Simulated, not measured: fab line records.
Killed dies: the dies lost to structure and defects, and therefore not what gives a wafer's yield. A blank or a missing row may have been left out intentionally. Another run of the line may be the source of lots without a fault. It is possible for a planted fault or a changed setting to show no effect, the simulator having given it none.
Chamber matching + flow n5-finfet + N5_BEOL_M15_ETCH_61 on rie-diel-01: 4 sister chambers
The step etches BARC in N2/H2, target depth 89 nm, overetch 26.7 nm, time 67.9 s. 14 wafers are shown with their chamber, then 7 later ones without.

WAFERS PAIRED WITH THEIR CHAMBERS
| wafer  | chamber | drypump-motor-current-A (A) | showerhead-plenum-p-Torr (Torr) | throttle-valve-pct (%) |
|--------|---------|-----------------------------|---------------------------------|------------------------|
| L816.2 | 0       | 5.1                         | 2.47                            | 17.64                  |
| L816.4 | 1       | 6.4                         | 2.56                            | 17.93                  |
| L816.6 | 3       | 6.3                         | 2.49                            | 17.45                  |
| L813.1 | 0       | 5.1                         | 2.47                            | 17.65                  |
| L813.3 | 2       | 6.8                         | 2.46                            | 17.70                  |
| L813.5 | 0       | 5.1                         | 2.47                            | 17.65                  |
| L817.4 | 2       | 6.8                         | 2.46                            | 17.73                  |
| L817.5 | 0       | 5.1                         | 2.47                            | 17.67                  |
| L817.6 | 1       | 6.4                         | 2.56                            | 17.93                  |
| L819.2 | 2       | 6.8                         | 2.46                            | 17.71                  |
| L819.3 | 3       | 6.2                         | 2.49                            | 17.46                  |
| L819.6 | 3       | 6.3                         | 2.49                            | 17.45                  |
| L823.1 | 0       | 5.1                         | 2.46                            | 17.69                  |
| L823.2 | 2       | 6.8                         | 2.46                            | 17.73                  |

SIGNATURES (averages over the wafers above)
| reading                  | chamber 0 | chamber 1 | chamber 2 | chamber 3 | scatter within a chamber |
|--------------------------|-----------|-----------|-----------|-----------|--------------------------|
| drypump-motor-current-A  | 5.100     | 6.400     | 6.800     | 6.267     | 0.0258                   |
| showerhead-plenum-p-Torr | 2.4680    | 2.5600    | 2.4600    | 2.4900    | 0.00283                  |
| throttle-valve-pct       | 17.6600   | 17.9300   | 17.7175   | 17.4533   | 0.0153                   |
Rule: for each reading, subtract the chamber's mean from the wafer's reading, divide by that reading's scatter and square the result; add these up over the readings and take the root, which gives the wafer's distance from the chamber. The wafer belongs to the nearest chamber; if the next one is less than 2 further off, it can't be placed. The scatter: the root of (the sum of the squares of (reading less its chamber's mean) over the shown wafers, divided by (wafers less chambers)).

WAFERS WITHOUT THEIR CHAMBER
| wafer  | drypump-motor-current-A (A) | showerhead-plenum-p-Torr (Torr) | throttle-valve-pct (%) |
|--------|-----------------------------|---------------------------------|------------------------|
| L823.4 | 6.3                         | 2.55                            | 17.95                  |
| L827.4 | 6.4                         | 2.55                            | 17.97                  |
| L827.5 | 6.4                         | 2.55                            | 17.96                  |
| L827.6 | 5.1                         | 2.46                            | 17.70                  |
| L830.2 | 6.3                         | 2.48                            | 17.47                  |
| L830.5 | 6.4                         | 2.55                            | 17.97                  |
| L830.6 | 5.1                         | 2.46                            | 17.69                  |

WHICH CHAMBER EACH ONE RAN IN
| wafer  | from the rows above | in truth |
|--------|---------------------|----------|
| L823.4 | 1                   | 1        |
| L827.4 | 1                   | 1        |
| L827.5 | 1                   | 1        |
| L827.6 | 0                   | 0        |
| L830.2 | 3                   | 3        |
| L830.5 | 1                   | 1        |
| L830.6 | 0                   | 0        |
Correct placement for 7 of the 7. Left unplaced by these rows: 0. Number placed wrongly: 0.
